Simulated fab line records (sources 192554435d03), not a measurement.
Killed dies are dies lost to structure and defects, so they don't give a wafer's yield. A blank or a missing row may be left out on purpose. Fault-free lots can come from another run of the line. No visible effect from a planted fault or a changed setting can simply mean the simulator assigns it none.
Which tool was responsible?	flow n5 finfet	69 wafers from 23 lots sampled at 6 of the route's 1938 steps

WHAT EACH GAUGE READ, for each wafer
The record lacks any reading of a measuring or inspecting step that a usual standard deviation could be used to judge.

WHICH TOOL RAN EACH LOT (tool, then ch and the chambers of the sampled wafers, then the start)
lot	N5_BEOL_M5_CO_CAP_78	N5_BEOL_M6_DESCUM_16	N5_BEOL_M6_STRIP_67	N5_BEOL_M6_ETCH_41	N5_BEOL_M7_CURE_74	N5_BEOL_M7_HM_OPEN_17
L076	cvd co-01 ch 1,2, day 9 07:43	rie diel-05 ch 0,3, day 9 11:11	rie diel-05 ch 0,3, day 9 11:25	rie diel-05 ch 1,2, day 9 16:32 or earlier	uv cure-01 ch 0, day 9 16:32	rie metal-02 ch 0, day 9 19:31
L077	cvd co-01 ch 0,2, day 9 12:19	rie diel-03 ch 0,1,2, day 9 15:40	rie diel-03 ch 0,1,2, day 9 15:53	rie diel-03 ch 1,3, day 9 21:07 or earlier	uv cure-03 ch 2, day 9 21:07	rie metal-01 ch 0, day 10 00:23
L075	cvd co-01 ch 1,2, day 9 15:11	rie diel-03 ch 2,3, day 9 19:02	rie diel-03 ch 2,3, day 9 19:16	rie diel-03 ch 0,1,2, day 10 00:28 or earlier	uv cure-01 ch 0, day 10 00:28	rie metal-02 ch 0,1, day 10 04:06
L080	cvd co-02 ch 0,1, day 10 08:05	rie diel-01 ch 0,1,2, day 10 10:58	rie diel-01 ch 0,1,2, day 10 11:12	rie diel-01 ch 1,3, day 10 20:07 or earlier	uv cure-01 ch 2, day 10 20:07	rie metal-03 ch 0,1, day 10 23:49
L074	cvd co-02 ch 0,1, day 10 11:04	rie diel-05 ch 0,1, day 10 16:10	rie diel-05 ch 0,1, day 10 16:25	rie diel-05 ch 1,2,3, day 10 21:57 or earlier	uv cure-02 ch 2, day 10 21:57	rie metal-01 ch 0,1, day 11 01:01
L081	cvd co-02 ch 1,2, day 10 14:16	rie diel-03 ch 0,1,2, day 10 16:20	rie diel-03 ch 0,1,2, day 10 16:35	rie diel-03 ch 0,2, day 10 22:34 or earlier	uv cure-01 ch 0, day 10 22:34	rie metal-03 ch 0,1, day 11 01:10
L079	cvd co-01 ch 1,2, day 10 14:26	rie diel-03 ch 0,2, day 10 16:41	rie diel-03 ch 0,2, day 10 16:56	rie diel-01 ch 1,2, day 10 22:35 or earlier	uv cure-03 ch 0, day 10 22:35	rie metal-01 ch 0,1, day 11 00:51
L082	cvd co-02 ch 0,1,2, day 10 16:30	rie diel-03 ch 1,2,3, day 10 19:52	rie diel-03 ch 1,2,3, day 10 20:06	rie diel-03 ch 0,2,3, day 11 08:06 or earlier	uv cure-01 ch 1, day 11 08:06	rie metal-03 ch 0,1, day 11 12:45
L084	cvd co-01 ch 0,1, day 11 12:04	rie diel-05 ch 1,3, day 11 14:20	rie diel-05 ch 2,3, day 11 14:34	rie diel-05 ch 0,3, day 11 19:43 or earlier	uv cure-01 ch 2, day 11 19:43	rie metal-02 ch 0,1, day 11 22:03
L083	cvd co-02 ch 0,1,2, day 11 12:27	rie diel-01 ch 0,1,2, day 11 14:40	rie diel-01 ch 0,1,2, day 11 14:55	rie diel-01 ch 0,1,2, day 11 19:36 or earlier	uv cure-02 ch 2, day 11 19:36	rie metal-01 ch 0,1, day 11 21:47
L085	cvd co-02 ch 1,2, day 11 17:16	rie diel-03 ch 0,2, day 11 18:59	rie diel-03 ch 0,2, day 11 19:13	rie diel-01 ch 0,2,3, day 11 23:19 or earlier	uv cure-01 ch 0, day 11 23:19	rie metal-02 ch 1, day 12 01:03
L086	cvd co-02 ch 0,1,2, day 12 08:17	rie diel-03 ch 1,2,3, day 12 10:34	rie diel-03 ch 1,2,3, day 12 10:49	rie diel-05 ch 2,3, day 12 15:02 or earlier	uv cure-01 ch 2, day 12 15:02	rie metal-01 ch 0,1, day 12 18:07
L088	cvd co-01 ch 0,1,2, day 13 01:59	rie diel-03 ch 1,2, day 13 07:49	rie diel-03 ch 1,2, day 13 08:04	rie diel-01 ch 0,1,3, day 13 14:20 or earlier	uv cure-03 ch 0, day 13 14:20	rie metal-02 ch 1, day 13 16:34
L087	cvd co-02 ch 0,1,2, day 13 07:29	rie diel-01 ch 1,3, day 13 09:21	rie diel-01 ch 1,3, day 13 09:35	rie diel-01 ch 0,2,3, day 13 15:02 or earlier	uv cure-01 ch 1, day 13 15:02	rie metal-01 ch 0,1, day 13 16:49
L089	cvd co-02 ch 1,2, day 13 07:53	rie diel-05 ch 0,1,2, day 13 11:34	rie diel-05 ch 0,1,2, day 13 11:48	rie diel-01 ch 1,2,3, day 13 17:01 or earlier	uv cure-01 ch 1, day 13 17:01	rie metal-02 ch 0,1, day 13 19:35
L090	cvd co-02 ch 0,1,2, day 13 09:51	rie diel-05 ch 1,3, day 13 12:48	rie diel-05 ch 1,3, day 13 13:02	rie diel-05 ch 0,1,3, day 13 19:20 or earlier	uv cure-02 ch 1, day 13 19:20	rie metal-01 ch 1, day 13 23:41
L091	cvd co-02 ch 0,1,2, day 13 13:43	rie diel-05 ch 1,2,3, day 13 16:31	rie diel-05 ch 1,2,3, day 13 16:46	rie diel-01 ch 0,1,3, day 13 22:56 or earlier	uv cure-01 ch 2, day 13 22:56	rie metal-02 ch 0,1, day 14 02:16
L092	cvd co-02 ch 1,2, day 13 14:19	rie diel-03 ch 0,1,2, day 13 16:51	rie diel-03 ch 0,1,2, day 13 17:05	rie diel-05 ch 0,1,2, day 13 23:28 or earlier	uv cure-02 ch 0, day 13 23:28	rie metal-02 ch 0,1, day 14 02:32
L093	cvd co-02 ch 0,1, day 14 08:57	rie diel-05 ch 0,1,3, day 14 10:47	rie diel-05 ch 0,1,3, day 14 11:01	rie diel-03 ch 0,1,3, day 14 16:40 or earlier	uv cure-02 ch 1, day 14 16:40	rie metal-02 ch 0,1, day 14 19:41
L094	cvd co-01 ch 0,2, day 14 16:16	rie diel-03 ch 1,2,3, day 14 19:23	rie diel-03 ch 1,2,3, day 14 19:37	rie diel-01 ch 1,3, day 15 02:53 or earlier	uv cure-01 ch 2, day 15 02:53	rie metal-01 ch 0,1, day 15 04:56
L095	cvd co-01 ch 0,1,2, day 14 19:50	rie diel-05 ch 1,2,3, day 15 00:40	rie diel-05 ch 1,2,3, day 15 00:54	rie diel-03 ch 0,2, day 15 05:25 or earlier	uv cure-03 ch 2, day 15 05:25	rie metal-01 ch 1, day 15 10:32
L097	cvd co-01 ch 0,2, day 15 00:58	rie diel-03 ch 0,2,3, day 15 03:19	rie diel-03 ch 0,2,3, day 15 03:32	rie diel-01 ch 0,2,3, day 15 12:40 or earlier	uv cure-02 ch 2, day 15 12:40	rie metal-01 ch 1, day 15 14:15
L096	cvd co-01 ch 0,2, day 15 01:16	rie diel-01 ch 0,2,3, day 15 04:07	rie diel-01 ch 0,2,3, day 15 04:21	rie diel-03 ch 0,2,3, day 15 12:24 or earlier	uv cure-01 ch 0, day 15 12:24	rie metal-01 ch 1, day 15 13:57
- N5_BEOL_M5_CO_CAP_78: material Co, precursor CCTBA/H2, target thk 2 nm, time 102.1 s.
- N5_BEOL_M6_DESCUM_16: chemistry O2, time 7.9 s.
- N5_BEOL_M6_STRIP_67: strips in CF4.
- N5_BEOL_M6_ETCH_41: etches SiCN in CH3F/O2, target depth 29.7 nm, time 52 s.
- N5_BEOL_M7_CURE_74: cures SiCOH lowk, time 240 s.
- N5_BEOL_M7_HM_OPEN_17: chemistry Cl2/BCl3, target TiN, target depth 20 nm, overetch 6 nm.

WHAT THE TOOLS THEMSELVES READ (means of the sampled wafers that have a number; where no wafer has one, the mark that the record gives instead)
N5_BEOL_M5_CO_CAP_78.
lot	tool	chamber pressure Torr (Torr)	heater power w (W)
L076	cvd co-01	30.05	258
L077	cvd co-01	29.99	245
L075	cvd co-01	29.93	257
L080	cvd co-02	29.94	258
L074	cvd co-02	30.01	261
L081	cvd co-02	29.99	246
L079	cvd co-01	30.03	263
L082	cvd co-02	30.02	240
L084	cvd co-01	29.96	264
L083	cvd co-02	30.01	240
L085	cvd co-02	29.95	224
L086	cvd co-02	29.98	240
L088	cvd co-01	30.07	255
L087	cvd co-02	29.95	239
L089	cvd co-02	29.99	251
L090	cvd co-02	30.04	241
L091	cvd co-02	29.99	246
L092	cvd co-02	30.05	225
L093	cvd co-02	29.98	255
L094	cvd co-01	30.00	242
L095	cvd co-01	30.12	256
L097	cvd co-01	30.01	246
L096	cvd co-01	30.00	243

N5_BEOL_M6_DESCUM_16.
lot	tool	drypump motor current A (A)	oes product au (a.u.)	rf vpp V (V)	showerhead plenum p Torr (Torr)	throttle valve pct (%)
L076	rie diel-05	5.7	0.84	242.8	2.10	20.70
L077	rie diel-03	5.4	0.77	243.5	2.13	20.63
L075	rie diel-03	5.6	0.73	242.8	2.07	20.89
L080	rie diel-01	5.5	0.78	244.0	2.14	20.51
L074	rie diel-05	6.0	0.82	242.8	2.04	20.69
L081	rie diel-03	5.4	0.75	243.2	2.13	20.65
L079	rie diel-03	5.5	0.73	243.5	2.15	20.63
L082	rie diel-03	5.6	0.85	243.9	2.16	20.65
L084	rie diel-05	5.0	0.81	244.4	2.15	20.54
L083	rie diel-01	5.5	0.78	243.6	2.14	20.51
L085	rie diel-03	5.4	0.73	243.3	2.13	20.78
L086	rie diel-03	5.6	0.80	243.8	2.15	20.67
L088	rie diel-03	5.3	0.74	242.7	2.10	20.83
L087	rie diel-01	5.3	0.73	244.1	2.14	20.43
L089	rie diel-05	5.8	0.81	242.9	2.09	20.58
L090	rie diel-05	4.9	0.80	244.0	2.14	20.57
L091	rie diel-05	5.3	0.80	244.0	2.14	20.51
L092	rie diel-03	5.4	0.74	243.9	2.12	20.68
L093	rie diel-05	5.5	0.78	243.2	2.08	20.65
L094	rie diel-03	5.6	0.79	243.2	2.15	20.70
L095	rie diel-05	5.3	0.78	244.0	2.13	20.53
L097	rie diel-03	5.8	0.77	243.9	2.16	20.69
L096	rie diel-01	5.6	0.71	244.1	2.13	20.50

N5_BEOL_M6_STRIP_67.
lot	tool	drypump motor current A (A)	oes product au (a.u.)	power w (W)	rf vpp V (V)	showerhead plenum p Torr (Torr)	throttle valve pct (%)
L076	rie diel-05	5.7	0.83	300.0	271.2	1.79	13.66
L077	rie diel-03	5.4	0.77	300.3	271.8	1.82	13.69
L075	rie diel-03	5.7	0.73	299.2	270.9	1.77	13.91
L080	rie diel-01	5.5	0.78	300.7	271.4	1.82	13.58
L074	rie diel-05	6.0	0.82	299.4	271.2	1.73	13.62
L081	rie diel-03	5.4	0.76	299.9	271.6	1.82	13.71
L079	rie diel-03	5.6	0.74	298.9	272.2	1.84	13.73
L082	rie diel-03	5.6	0.85	300.4	272.2	1.84	13.64
L084	rie diel-05	5.0	0.81	300.4	272.3	1.89	13.64
L083	rie diel-01	5.5	0.78	298.4	272.8	1.81	13.59
L085	rie diel-03	5.4	0.74	299.9	272.0	1.82	13.83
L086	rie diel-03	5.6	0.81	300.0	270.9	1.83	13.67
L088	rie diel-03	5.3	0.74	300.1	271.1	1.79	13.86
L087	rie diel-01	5.3	0.73	299.5	271.7	1.83	13.67
L089	rie diel-05	5.8	0.80	299.6	269.8	1.77	13.62
L090	rie diel-05	5.0	0.80	300.1	271.9	1.84	13.66
L091	rie diel-05	5.3	0.80	300.5	272.2	1.83	13.62
L092	rie diel-03	5.4	0.74	299.6	271.1	1.81	13.76
L093	rie diel-05	5.5	0.79	299.8	271.1	1.78	13.68
L094	rie diel-03	5.6	0.79	299.8	271.3	1.83	13.73
L095	rie diel-05	5.3	0.79	300.1	271.2	1.83	13.66
L097	rie diel-03	5.8	0.78	299.3	272.1	1.85	13.75
L096	rie diel-01	5.5	0.71	299.1	271.8	1.83	13.77

N5_BEOL_M6_ETCH_41.
lot	tool	drypump motor current A (A)	oes product au (a.u.)	rf vpp V (V)	showerhead plenum p Torr (Torr)	throttle valve pct (%)
L076	rie diel-05	5.6	0.86	298.4	2.06	16.31
L077	rie diel-03	5.6	0.75	296.9	1.98	16.46
L075	rie diel-03	5.4	0.76	297.7	2.03	16.44
L080	rie diel-01	5.3	0.75	298.0	2.06	16.37
L074	rie diel-05	5.3	0.83	298.0	2.05	16.35
L081	rie diel-03	5.6	0.74	298.8	2.05	16.46
L079	rie diel-01	5.0	0.75	299.3	2.06	16.54
L082	rie diel-03	5.8	0.83	298.4	2.08	16.47
L084	rie diel-05	5.7	0.80	297.7	2.00	16.52
L083	rie diel-01	5.5	0.77	297.5	2.04	16.38
L085	rie diel-01	5.5	0.73	298.7	2.05	16.42
L086	rie diel-05	5.3	0.82	299.4	2.12	16.42
L088	rie diel-01	5.6	0.76	298.1	2.03	16.33
L087	rie diel-01	5.6	0.72	298.0	2.04	16.45
L089	rie diel-01	5.2	0.73	296.9	2.05	16.49
L090	rie diel-05	5.5	0.79	297.4	1.99	16.45
L091	rie diel-01	5.7	0.75	298.8	2.03	16.33
L092	rie diel-05	5.8	0.79	296.6	1.99	16.44
L093	rie diel-03	5.7	0.79	299.1	2.07	16.40
L094	rie diel-01	5.3	0.76	297.1	2.03	16.38
L095	rie diel-03	5.4	0.71	297.4	2.02	16.66
L097	rie diel-01	5.5	0.71	298.0	2.04	16.49
L096	rie diel-03	5.8	0.77	298.5	2.07	16.53

N5_BEOL_M7_CURE_74.
lot	tool	lamp power pct (%)	wafer_temp_C_max
L076	uv cure-01	52.35	386.9
L077	uv cure-03	52.36	386.4
L075	uv cure-01	52.30	386.5
L080	uv cure-01	52.33	386.2
L074	uv cure-02	52.31	387.0
L081	uv cure-01	52.32	387.0
L079	uv cure-03	52.34	386.1
L082	uv cure-01	52.31	386.7
L084	uv cure-01	52.32	386.5
L083	uv cure-02	52.30	387.0
L085	uv cure-01	52.39	387.0
L086	uv cure-01	52.32	386.1
L088	uv cure-03	52.26	386.0
L087	uv cure-01	52.30	386.6
L089	uv cure-01	52.33	385.9
L090	uv cure-02	52.29	386.7
L091	uv cure-01	52.32	385.9
L092	uv cure-02	52.33	386.6
L093	uv cure-02	52.32	387.0
L094	uv cure-01	52.39	386.2
L095	uv cure-03	52.37	386.3
L097	uv cure-02	52.36	386.9
L096	uv cure-01	52.36	386.8

N5_BEOL_M7_HM_OPEN_17.
lot	tool	drypump motor current A (A)	oes product au (a.u.)	throttle valve pct (%)
L076	rie metal-02	5.6	0.55	22.45
L077	rie metal-01	6.0	0.77	22.24
L075	rie metal-02	5.2	0.60	22.37
L080	rie metal-03	6.4	0.69	22.18
L074	rie metal-01	5.9	0.73	22.43
L081	rie metal-03	6.4	0.64	22.40
L079	rie metal-01	5.9	0.72	22.44
L082	rie metal-03	6.5	0.63	22.41
L084	rie metal-02	5.2	0.59	22.39
L083	rie metal-01	5.9	0.73	22.44
L085	rie metal-02	5.0	0.62	22.32
L086	rie metal-01	6.0	0.74	22.35
L088	rie metal-02	5.0	0.60	22.35
L087	rie metal-01	5.9	0.71	22.46
L089	rie metal-02	5.4	0.76	22.14
L090	rie metal-01	5.8	0.69	22.56
L091	rie metal-02	5.2	0.67	22.26
L092	rie metal-02	5.4	0.74	22.16
L093	rie metal-02	5.4	0.74	22.14
L094	rie metal-01	5.9	0.70	22.45
L095	rie metal-01	5.8	0.69	22.55
L097	rie metal-01	5.8	0.69	22.56
L096	rie metal-01	5.8	0.69	22.56

THE ANSWER, worked out from the rows above alone
Rule: usual is defined by the lots themselves. Put in order of their means at a reading, lots are off if they are a third of the lots or fewer, leave a main group of 4 or more, and stand apart from it by a gap of 3 or more times the standard deviation of the main group's means; of several such gaps the widest counts. If all means in a main group match to the digits the tables above print for the reading, that group is not used. Also off: a lot with no number at a reading for which 4 or more lots have one. The other lots that the step has rows for count as sound. After the gauges, taken in route order, come the tools' own readings; for these a lot's mean is taken, as printed above. At the first step where some lot is off, the reading lying furthest off is the one used; lots without a number count as furthest.
No lot is off on any of the readings shown, so nothing can be concluded from this.

WHAT THE SIMULATOR HAD PUT IN
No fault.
